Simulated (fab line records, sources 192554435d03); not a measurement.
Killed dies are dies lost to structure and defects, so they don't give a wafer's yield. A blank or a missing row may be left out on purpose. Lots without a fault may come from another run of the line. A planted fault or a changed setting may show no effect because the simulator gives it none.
Which tool did it? | flow n5_finfet | 24 lots, 72 wafers sampled, at 1 step of a route of 1938

WHAT THE GAUGES READ, wafer by wafer
N5_SD_EPI_P_INSPECT_11: inspects for defects (macro).
lot  | measured    | on                | raw_defect_count
L074 | day 3 06:25 | defect_inspect-02 | 4 3 2
L075 | day 3 14:26 | defect_inspect-01 | 2 2 3
L076 | day 3 22:25 | defect_inspect-02 | 1 4 1
L077 | day 4 00:14 | defect_inspect-02 | 5 0 4
L078 | day 4 06:50 | defect_inspect-02 | 2 1 1
L079 | day 4 10:42 | defect_inspect-02 | 2 2 3
L080 | day 4 22:33 | defect_inspect-02 | 3 4 0
L081 | day 5 01:10 | defect_inspect-01 | 2 4 2
L082 | day 5 08:59 | defect_inspect-02 | 2 3 1
L083 | day 5 18:49 | defect_inspect-01 | 0 3 2
L084 | day 5 18:58 | defect_inspect-02 | 5 4 3
L085 | day 6 02:55 | defect_inspect-01 | 3 2 1
L086 | day 6 06:50 | defect_inspect-01 | 1 1 5
L087 | day 6 11:44 | defect_inspect-01 | 1 2 4
L088 | day 6 15:58 | defect_inspect-01 | 0 1 1
L089 | day 7 01:56 | defect_inspect-01 | 1 2 1
L090 | day 7 05:39 | defect_inspect-01 | 0 2 1
L091 | day 7 12:43 | defect_inspect-01 | 3 1 4
L092 | day 7 19:57 | defect_inspect-02 | 2 5 2
L093 | day 7 23:44 | defect_inspect-01 | 3 0 1
L094 | day 8 06:25 | defect_inspect-01 | 1 4 0
L095 | day 8 11:22 | defect_inspect-01 | 2 0 6
L096 | day 8 16:19 | defect_inspect-01 | 3 0 2
L097 | day 8 23:42 | defect_inspect-02 | 0 1 1

WHICH TOOL RAN EACH LOT (tool, then ch and the chambers of the sampled wafers, then the start)
The record holds no process step before these readings.

WHAT THE TOOLS THEMSELVES READ (means of the sampled wafers that have a number; where no wafer has one, the mark that the record gives instead)
The record holds no such reading with a usual standard deviation.

THE ANSWER, worked out from the rows above alone
Rule: what is usual is taken from the lots themselves. Put in order of their means at a reading, lots are off if they are a third of the lots or fewer, leave a main group of 4 or more, and stand apart from it by a gap of 3 or more times the standard deviation of the main group's means; of several such gaps the widest counts. A main group whose means are all the same, to the digits that the tables above print for the reading, isn't used. A lot without any number at a reading at which 4 lots or more have one is off too. The other lots that the step has rows for count as sound. The gauges are gone through in route order, then the tools' own readings, and for those a lot's mean is taken as printed above. The first step at which some lot is off is used, and at that step the reading that is off furthest; a lot without a number counts as furthest.
No lot is off at any reading shown: from this, nothing can be told.

WHAT THE SIMULATOR HAD PUT IN
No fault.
